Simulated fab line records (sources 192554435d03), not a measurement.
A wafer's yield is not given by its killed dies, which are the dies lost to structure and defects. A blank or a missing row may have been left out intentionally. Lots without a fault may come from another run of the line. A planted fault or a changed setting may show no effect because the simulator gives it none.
Which of the tools did it? ; flow n5-finfet ; Sampling: 11 lots, 33 wafers, 4 of 1938 route steps

## WHAT EACH GAUGE READ, for each wafer
N5_PASSIVATION_CD_MEAS_44 targets a cd of 40000 nm.
lot;measured;on;cd-nm (nm)
L100;day 12 16:14;cd-sem-03;39998 39996 39999
L101;day 12 10:32;cd-sem-03;40000 40002 40000
L102;day 13 09:07;cd-sem-02;40002 40001 40006
L103;day 12 16:18;cd-sem-01;40002 40008 40001
L104;day 12 20:48;cd-sem-03;40002 39988 39989
L107;day 13 16:22;cd-sem-03;40002 39997 40001
L111;day 15 02:14;cd-sem-01;40001 40008 39993
L117;day 16 04:38;cd-sem-02;39999 39994 39998
L120;day 17 10:04;cd-sem-02;39995 40007 39995
L121;day 17 05:09;cd-sem-01;40007 40010 40003
L123;day 17 15:29;cd-sem-02;39988 39995 39995

## EACH LOT AND THE TOOL THAT RAN IT (in order: tool; ch and the chambers of the sampled wafers; start)
lot;N5_MOL_CONTACT_COAG_ETCH_67;N5_PASSIVATION_PECVD_01;N5_PASSIVATION_PECVD_35
L100;rie-diel-03 ch 0,2,3, day 5 03:51;pecvd-02 ch 0,1,2, day 12 10:08;pecvd-03 ch 0,1,2, day 12 15:41
L101;rie-diel-01 ch 0,2,3, day 5 14:58;pecvd-04 ch 0,2, day 12 06:04;pecvd-01 ch 0,2, day 12 10:06
L102;rie-diel-03 ch 0,1,3, day 5 17:04;pecvd-03 ch 0,1,2, day 13 02:35;pecvd-02 ch 0,2, day 13 08:37
L103;rie-diel-05 ch 1,3, day 5 22:21;pecvd-04 ch 0,1,2, day 12 10:45;pecvd-02 ch 0,1, day 12 15:52
L104;rie-diel-03 ch 0,2,3, day 6 05:18;pecvd-03 ch 0,1,2, day 12 16:11;pecvd-03 ch 0,1,2, day 12 20:14
L107;rie-diel-05 ch 1,2,3, day 6 21:17;pecvd-03 ch 1,2, day 13 11:12;pecvd-01 ch 0,1, day 13 15:55
L111;rie-diel-03 ch 1,2,3, day 8 01:56;pecvd-04 ch 0,1,2, day 14 20:12;pecvd-03 ch 0,1,2, day 15 01:51
L117;rie-diel-05 ch 0,1,2, day 9 14:08;pecvd-02 ch 1,2, day 15 23:11;pecvd-01 ch 0,2, day 16 04:12
L120;rie-diel-01 ch 0,1,2, day 10 07:42;pecvd-03 ch 0,1, day 17 02:21;pecvd-01 ch 0,1,2, day 17 09:31
L121;rie-diel-01 ch 1,2,3, day 10 16:22;pecvd-02 ch 0,2, day 17 01:19;pecvd-02 ch 1,2, day 17 04:43
L123;rie-diel-05 ch 0,2,3, day 10 21:21;pecvd-04 ch 0,2, day 17 10:19;pecvd-03 ch 0,1,2, day 17 15:04
- N5_MOL_CONTACT_COAG_ETCH_67: etches SOC in N2/H2, target depth 60 nm, overetch 21 nm, time 101.2 s.
- N5_PASSIVATION_PECVD_01: deposits SiNx from SiH4/NH3/N2, target thk 200 nm, time 43.2 s.
- N5_PASSIVATION_PECVD_35: deposits SiNx from SiH4/NH3/N2, target thk 700 nm, time 151.3 s.

## THE ANSWER, worked out from the rows above alone
Rule: usual is defined by the lots themselves. Put in order of their means at a reading, lots are off if they are a third of the lots or fewer, leave a main group of 4 or more, and stand apart from it by a gap of 3 or more times the standard deviation of the main group's means; of several such gaps the widest counts. A main group whose means are all the same, to the digits that the tables above print for the reading, isn't used. Also off: a lot with no number at a reading for which 4 or more lots have one. The other lots that the step has rows for count as sound.
No lot is off on any of the readings shown, so nothing can be concluded from this.

## WHAT WAS PUT IN BY THE SIMULATOR
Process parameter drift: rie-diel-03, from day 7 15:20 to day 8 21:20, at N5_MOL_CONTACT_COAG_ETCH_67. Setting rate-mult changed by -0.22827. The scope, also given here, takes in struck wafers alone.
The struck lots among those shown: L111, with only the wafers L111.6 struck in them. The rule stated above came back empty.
